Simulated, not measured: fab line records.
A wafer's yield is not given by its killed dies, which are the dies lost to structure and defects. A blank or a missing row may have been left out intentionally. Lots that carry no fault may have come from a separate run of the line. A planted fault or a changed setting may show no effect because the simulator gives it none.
Matching of chambers    flow n5_finfet    rie_diel-04 running N5_BEOL_M6_ETCH_65: 4 sister chambers
The step etches SiARC in CF4, target depth 15.6 nm, time 26 s. 8 wafers are shown with their chamber, then 10 later ones without.

## WAFERS WITH THEIR CHAMBER
wafer   chamber  showerhead_plenum_p_Torr (Torr)  drypump_motor_current_A (A)
L077.6  3        2.12                             5.4
L081.3  3        2.12                             5.3
L086.2  2        2.24                             5.9
L085.1  0        2.18                             5.3
L085.2  1        2.19                             5.4
L085.6  1        2.19                             5.4
L091.1  0        2.18                             5.3
L091.2  2        2.23                             5.8

## WAFERS MISSING THEIR CHAMBER
wafer   showerhead_plenum_p_Torr (Torr)  drypump_motor_current_A (A)
L091.4  2.11                             5.3
L093.1  2.23                             5.8
L093.5  2.18                             5.4
L093.6  2.23                             5.8
L094.2  2.18                             5.4
L094.3  2.11                             5.3
L094.5  2.18                             5.4
L096.4  2.10                             5.3
L096.5  2.23                             5.8
L096.6  2.18                             5.4

## WHICH CHAMBER EACH ONE RAN IN
wafer   from the rows above      in truth
L091.4  3                        3
L093.1  2                        2
L093.5  can't be placed: 0 or 1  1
L093.6  2                        2
L094.2  can't be placed: 0 or 1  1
L094.3  3                        3
L094.5  can't be placed: 0 or 1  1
L096.4  3                        3
L096.5  2                        2
L096.6  can't be placed: 0 or 1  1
Correct placement for 6 of the 10. Can't be placed from these rows: 4 (the true chamber is among the candidates in 4). Placed wrongly: 0.
How it was worked out, from the rows above alone: a wafer's distance from a chamber is the root of the sum, over the readings, of the square of ((its reading less the chamber's mean) divided by the reading's scatter). If the next closest chamber is less than 2 further off than the closest, the wafer can't be placed; otherwise it belongs to the closest. Each chamber's mean is taken over the wafers shown for it. How the scatter is found: for the shown wafers, subtract from each reading the mean of its chamber, square and add these, divide the total by (wafers less chambers), then take the root.
